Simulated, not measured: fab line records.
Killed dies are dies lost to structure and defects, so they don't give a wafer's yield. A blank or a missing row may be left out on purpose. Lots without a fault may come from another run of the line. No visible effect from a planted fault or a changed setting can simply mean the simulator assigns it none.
Which tool is to blame? || flow n5Finfet || 24 lots, 72 wafers sampled, at 3 steps of a route of 1938

WHAT THE GAUGES READ, wafer by wafer
N5_BEOL_M12_OVL_MEAS_11. Usual: for V11_OVL the level is -2 nm and the standard deviation is 6.1.
{"lot": "L075", "measured": "day 10 23:24", "on": "overlay-01", "V11_OVL (nm)": "8 4 0", "flag": ""}
{"lot": "L076", "measured": "day 11 07:27", "on": "overlay-02", "V11_OVL (nm)": "-7 0 -6", "flag": ""}
{"lot": "L074", "measured": "day 11 08:26", "on": "overlay-01", "V11_OVL (nm)": "-15 -8 -12", "flag": ""}
{"lot": "L077", "measured": "day 11 14:26", "on": "overlay-02", "V11_OVL (nm)": "-2 6 -1", "flag": ""}
{"lot": "L079", "measured": "day 12 14:14", "on": "overlay-02", "V11_OVL (nm)": "6 8 17", "flag": ""}
{"lot": "L078", "measured": "day 12 16:40", "on": "overlay-02", "V11_OVL (nm)": "-3 -3 -10", "flag": ""}
{"lot": "L082", "measured": "day 12 21:02", "on": "overlay-02", "V11_OVL (nm)": "2 5 -4", "flag": ""}
{"lot": "L080", "measured": "day 12 21:48", "on": "overlay-01", "V11_OVL (nm)": "-7 -14 -4", "flag": ""}
{"lot": "L081", "measured": "day 12 22:59", "on": "overlay-01", "V11_OVL (nm)": "-6 -5 -3", "flag": ""}
{"lot": "L083", "measured": "day 13 09:40", "on": "overlay-02", "V11_OVL (nm)": "-4 -8 -5", "flag": ""}
{"lot": "L085", "measured": "day 13 09:59", "on": "overlay-02", "V11_OVL (nm)": "-2 -4 -1", "flag": ""}
{"lot": "L084", "measured": "day 13 10:41", "on": "overlay-01", "V11_OVL (nm)": "-3 -2 -15", "flag": ""}
{"lot": "L087", "measured": "day 14 06:12", "on": "overlay-02", "V11_OVL (nm)": "9 -5 2", "flag": ""}
{"lot": "L086", "measured": "day 14 07:23", "on": "overlay-01", "V11_OVL (nm)": "-3 3 -1", "flag": ""}
{"lot": "L088", "measured": "day 14 10:33", "on": "overlay-02", "V11_OVL (nm)": "-15 -11 -2", "flag": ""}
{"lot": "L089", "measured": "day 14 16:32", "on": "overlay-01", "V11_OVL (nm)": "-10 3 -7", "flag": ""}
{"lot": "L090", "measured": "day 15 01:23", "on": "overlay-02", "V11_OVL (nm)": "-9 5 -8", "flag": ""}
{"lot": "L091", "measured": "day 15 02:05", "on": "overlay-02", "V11_OVL (nm)": "-3 3 5", "flag": ""}
{"lot": "L092", "measured": "day 15 08:34", "on": "overlay-01", "V11_OVL (nm)": "7 1 1", "flag": ""}
{"lot": "L095", "measured": "day 15 21:42", "on": "overlay-01", "V11_OVL (nm)": "-9 -7 0", "flag": ""}
{"lot": "L093", "measured": "day 16 06:05", "on": "overlay-02", "V11_OVL (nm)": "6 8 11", "flag": ""}
{"lot": "L096", "measured": "day 16 14:13", "on": "overlay-01", "V11_OVL (nm)": "-10 -6 3", "flag": ""}
{"lot": "L094", "measured": "day 16 14:22", "on": "overlay-02", "V11_OVL (nm)": "-9 2 -12", "flag": ""}
{"lot": "L097", "measured": "day 16 23:28", "on": "overlay-02", "V11_OVL (nm)": "-2 -4 -8", "flag": ""}

WHAT TOOL EACH LOT RAN ON (gives the tool, then ch and the chambers of the sampled wafers, and finally the start)
{"lot": "L075", "N5_BEOL_M11_PRE_CLEAN_45": "pvdSputter-02, day 10 20:09", "N5_BEOL_M11_DEP_56": "pecvd-03 ch 0,1, day 10 22:47"}
{"lot": "L076", "N5_BEOL_M11_PRE_CLEAN_45": "pvdSputter-03, day 11 03:33", "N5_BEOL_M11_DEP_56": "pecvd-03 ch 0,2, day 11 06:50"}
{"lot": "L074", "N5_BEOL_M11_PRE_CLEAN_45": "pvdSputter-03, day 11 06:15", "N5_BEOL_M11_DEP_56": "pecvd-03 ch 0,2, day 11 07:44"}
{"lot": "L077", "N5_BEOL_M11_PRE_CLEAN_45": "pvdSputter-02, day 11 12:05", "N5_BEOL_M11_DEP_56": "pecvd-03 ch 0,2, day 11 13:50"}
{"lot": "L079", "N5_BEOL_M11_PRE_CLEAN_45": "pvdSputter-03, day 12 11:38", "N5_BEOL_M11_DEP_56": "pecvd-03 ch 0,2, day 12 13:38"}
{"lot": "L078", "N5_BEOL_M11_PRE_CLEAN_45": "pvdSputter-02, day 12 12:41", "N5_BEOL_M11_DEP_56": "pecvd-04 ch 0,2, day 12 14:58"}
{"lot": "L082", "N5_BEOL_M11_PRE_CLEAN_45": "pvdSputter-01, day 12 18:32", "N5_BEOL_M11_DEP_56": "pecvd-04 ch 0,2, day 12 20:22"}
{"lot": "L080", "N5_BEOL_M11_PRE_CLEAN_45": "pvdSputter-01, day 12 18:55", "N5_BEOL_M11_DEP_56": "pecvd-02 ch 1,2, day 12 21:02"}
{"lot": "L081", "N5_BEOL_M11_PRE_CLEAN_45": "pvdSputter-02, day 12 20:41", "N5_BEOL_M11_DEP_56": "pecvd-04 ch 0,2, day 12 22:12"}
{"lot": "L083", "N5_BEOL_M11_PRE_CLEAN_45": "pvdSputter-01, day 13 05:40", "N5_BEOL_M11_DEP_56": "pecvd-04 ch 0,2, day 13 09:04"}
{"lot": "L085", "N5_BEOL_M11_PRE_CLEAN_45": "pvdSputter-01, day 13 07:48", "N5_BEOL_M11_DEP_56": "pecvd-04 ch 0,1,2, day 13 09:16"}
{"lot": "L084", "N5_BEOL_M11_PRE_CLEAN_45": "pvdSputter-03, day 13 08:06", "N5_BEOL_M11_DEP_56": "pecvd-04 ch 1,2, day 13 09:58"}
{"lot": "L087", "N5_BEOL_M11_PRE_CLEAN_45": "pvdSputter-01, day 14 04:08", "N5_BEOL_M11_DEP_56": "pecvd-02 ch 0,1,2, day 14 05:37"}
{"lot": "L086", "N5_BEOL_M11_PRE_CLEAN_45": "pvdSputter-03, day 14 04:56", "N5_BEOL_M11_DEP_56": "pecvd-03 ch 1,2, day 14 06:40"}
{"lot": "L088", "N5_BEOL_M11_PRE_CLEAN_45": "pvdSputter-03, day 14 07:52", "N5_BEOL_M11_DEP_56": "pecvd-02 ch 0,2, day 14 09:50"}
{"lot": "L089", "N5_BEOL_M11_PRE_CLEAN_45": "pvdSputter-03, day 14 14:01", "N5_BEOL_M11_DEP_56": "pecvd-04 ch 0,1,2, day 14 15:56"}
{"lot": "L090", "N5_BEOL_M11_PRE_CLEAN_45": "pvdSputter-03, day 14 23:02", "N5_BEOL_M11_DEP_56": "pecvd-04 ch 0,2, day 15 00:47"}
{"lot": "L091", "N5_BEOL_M11_PRE_CLEAN_45": "pvdSputter-03, day 14 23:53", "N5_BEOL_M11_DEP_56": "pecvd-02 ch 0,1, day 15 01:29"}
{"lot": "L092", "N5_BEOL_M11_PRE_CLEAN_45": "pvdSputter-02, day 15 05:34", "N5_BEOL_M11_DEP_56": "pecvd-04 ch 0,1,2, day 15 07:58"}
{"lot": "L095", "N5_BEOL_M11_PRE_CLEAN_45": "pvdSputter-02, day 15 19:18", "N5_BEOL_M11_DEP_56": "pecvd-04 ch 0,2, day 15 20:59"}
{"lot": "L093", "N5_BEOL_M11_PRE_CLEAN_45": "pvdSputter-02, day 16 03:07", "N5_BEOL_M11_DEP_56": "pecvd-04 ch 0,1,2, day 16 05:23"}
{"lot": "L096", "N5_BEOL_M11_PRE_CLEAN_45": "pvdSputter-01, day 16 12:11", "N5_BEOL_M11_DEP_56": "pecvd-02 ch 0,1,2, day 16 13:37"}
{"lot": "L094", "N5_BEOL_M11_PRE_CLEAN_45": "pvdSputter-02, day 16 12:16", "N5_BEOL_M11_DEP_56": "pecvd-03 ch 0,2, day 16 13:47"}
{"lot": "L097", "N5_BEOL_M11_PRE_CLEAN_45": "pvdSputter-02, day 16 18:41", "N5_BEOL_M11_DEP_56": "pecvd-04 ch 0,1,2, day 16 22:52"}
- N5_BEOL_M11_PRE_CLEAN_45: time 30 s.
- N5_BEOL_M11_DEP_56: deposits SiCN from 3MS/NH3, target thk 30 nm, time 10.5 s.

WHAT THE TOOLS THEMSELVES READ (means of the sampled wafers that have a number; where no wafer has one, the mark that the record gives instead)
N5_BEOL_M11_PRE_CLEAN_45. Usual: heaterPowerW reads 338 W (standard deviation 35).
{"lot": "L075", "tool": "pvdSputter-02", "heaterPowerW (W)": 358, "flag": ""}
{"lot": "L076", "tool": "pvdSputter-03", "heaterPowerW (W)": 343, "flag": ""}
{"lot": "L074", "tool": "pvdSputter-03", "heaterPowerW (W)": 322, "flag": ""}
{"lot": "L077", "tool": "pvdSputter-02", "heaterPowerW (W)": 355, "flag": ""}
{"lot": "L079", "tool": "pvdSputter-03", "heaterPowerW (W)": 326, "flag": ""}
{"lot": "L078", "tool": "pvdSputter-02", "heaterPowerW (W)": 343, "flag": ""}
{"lot": "L082", "tool": "pvdSputter-01", "heaterPowerW (W)": 319, "flag": ""}
{"lot": "L080", "tool": "pvdSputter-01", "heaterPowerW (W)": 329, "flag": ""}
{"lot": "L081", "tool": "pvdSputter-02", "heaterPowerW (W)": 379, "flag": ""}
{"lot": "L083", "tool": "pvdSputter-01", "heaterPowerW (W)": 346, "flag": ""}
{"lot": "L085", "tool": "pvdSputter-01", "heaterPowerW (W)": 337, "flag": ""}
{"lot": "L084", "tool": "pvdSputter-03", "heaterPowerW (W)": 320, "flag": ""}
{"lot": "L087", "tool": "pvdSputter-01", "heaterPowerW (W)": 320, "flag": ""}
{"lot": "L086", "tool": "pvdSputter-03", "heaterPowerW (W)": 349, "flag": ""}
{"lot": "L088", "tool": "pvdSputter-03", "heaterPowerW (W)": 319, "flag": ""}
{"lot": "L089", "tool": "pvdSputter-03", "heaterPowerW (W)": 351, "flag": ""}
{"lot": "L090", "tool": "pvdSputter-03", "heaterPowerW (W)": 322, "flag": ""}
{"lot": "L091", "tool": "pvdSputter-03", "heaterPowerW (W)": 324, "flag": ""}
{"lot": "L092", "tool": "pvdSputter-02", "heaterPowerW (W)": 360, "flag": ""}
{"lot": "L095", "tool": "pvdSputter-02", "heaterPowerW (W)": 359, "flag": ""}
{"lot": "L093", "tool": "pvdSputter-02", "heaterPowerW (W)": 352, "flag": ""}
{"lot": "L096", "tool": "pvdSputter-01", "heaterPowerW (W)": 337, "flag": ""}
{"lot": "L094", "tool": "pvdSputter-02", "heaterPowerW (W)": 358, "flag": ""}
{"lot": "L097", "tool": "pvdSputter-02", "heaterPowerW (W)": 386, "flag": ""}

N5_BEOL_M11_DEP_56. Usual: showerheadPlenumPTorr 4.165 Torr, standard deviation 0.027; throttleValvePct 17.7 %, standard deviation 0.65.
{"lot": "L075", "tool": "pecvd-03", "showerheadPlenumPTorr (Torr)": 4.179, "throttleValvePct (%)": 18.3, "flag": ""}
{"lot": "L076", "tool": "pecvd-03", "showerheadPlenumPTorr (Torr)": 4.173, "throttleValvePct (%)": 18.3, "flag": ""}
{"lot": "L074", "tool": "pecvd-03", "showerheadPlenumPTorr (Torr)": 4.173, "throttleValvePct (%)": 18.0, "flag": ""}
{"lot": "L077", "tool": "pecvd-03", "showerheadPlenumPTorr (Torr)": 4.160, "throttleValvePct (%)": 17.5, "flag": ""}
{"lot": "L079", "tool": "pecvd-03", "showerheadPlenumPTorr (Torr)": 4.171, "throttleValvePct (%)": 18.1, "flag": ""}
{"lot": "L078", "tool": "pecvd-04", "showerheadPlenumPTorr (Torr)": 4.135, "throttleValvePct (%)": 17.2, "flag": ""}
{"lot": "L082", "tool": "pecvd-04", "showerheadPlenumPTorr (Torr)": 4.142, "throttleValvePct (%)": 17.2, "flag": ""}
{"lot": "L080", "tool": "pecvd-02", "showerheadPlenumPTorr (Torr)": 4.203, "throttleValvePct (%)": 17.8, "flag": ""}
{"lot": "L081", "tool": "pecvd-04", "showerheadPlenumPTorr (Torr)": 4.145, "throttleValvePct (%)": 17.4, "flag": ""}
{"lot": "L083", "tool": "pecvd-04", "showerheadPlenumPTorr (Torr)": 4.141, "throttleValvePct (%)": 17.2, "flag": ""}
{"lot": "L085", "tool": "pecvd-04", "showerheadPlenumPTorr (Torr)": 4.152, "throttleValvePct (%)": 17.3, "flag": ""}
{"lot": "L084", "tool": "pecvd-04", "showerheadPlenumPTorr (Torr)": 4.154, "throttleValvePct (%)": 17.0, "flag": ""}
{"lot": "L087", "tool": "pecvd-02", "showerheadPlenumPTorr (Torr)": 4.202, "throttleValvePct (%)": 18.3, "flag": ""}
{"lot": "L086", "tool": "pecvd-03", "showerheadPlenumPTorr (Torr)": 4.157, "throttleValvePct (%)": 17.6, "flag": ""}
{"lot": "L088", "tool": "pecvd-02", "showerheadPlenumPTorr (Torr)": 4.187, "throttleValvePct (%)": 18.6, "flag": ""}
{"lot": "L089", "tool": "pecvd-04", "showerheadPlenumPTorr (Torr)": 4.149, "throttleValvePct (%)": 17.3, "flag": ""}
{"lot": "L090", "tool": "pecvd-04", "showerheadPlenumPTorr (Torr)": 4.154, "throttleValvePct (%)": 17.5, "flag": ""}
{"lot": "L091", "tool": "pecvd-02", "showerheadPlenumPTorr (Torr)": 4.189, "throttleValvePct (%)": 18.8, "flag": ""}
{"lot": "L092", "tool": "pecvd-04", "showerheadPlenumPTorr (Torr)": 4.154, "throttleValvePct (%)": 17.4, "flag": ""}
{"lot": "L095", "tool": "pecvd-04", "showerheadPlenumPTorr (Torr)": 4.147, "throttleValvePct (%)": 17.4, "flag": ""}
{"lot": "L093", "tool": "pecvd-04", "showerheadPlenumPTorr (Torr)": 4.162, "throttleValvePct (%)": 17.4, "flag": ""}
{"lot": "L096", "tool": "pecvd-02", "showerheadPlenumPTorr (Torr)": 4.197, "throttleValvePct (%)": 18.4, "flag": ""}
{"lot": "L094", "tool": "pecvd-03", "showerheadPlenumPTorr (Torr)": 4.173, "throttleValvePct (%)": 18.2, "flag": ""}
{"lot": "L097", "tool": "pecvd-04", "showerheadPlenumPTorr (Torr)": 4.151, "throttleValvePct (%)": 17.4, "flag": ""}

THE ANSWER, worked out from the rows above alone
Rule: a lot is off if the mean of its wafers that have a number lies more than 3 standard deviations from the usual mean. Also off: a lot with no number at a reading for which 4 or more lots have one. Where the step has rows for the other lots, those lots are counted as sound. After the gauges, taken in route order, come the tools' own readings; for these a lot's mean is taken, as printed above. At the first step where some lot is off, the reading lying furthest off is the one used; lots without a number count as furthest.
No lot is off at any reading shown: from this, nothing can be told.

WHAT THE SIMULATOR PUT IN
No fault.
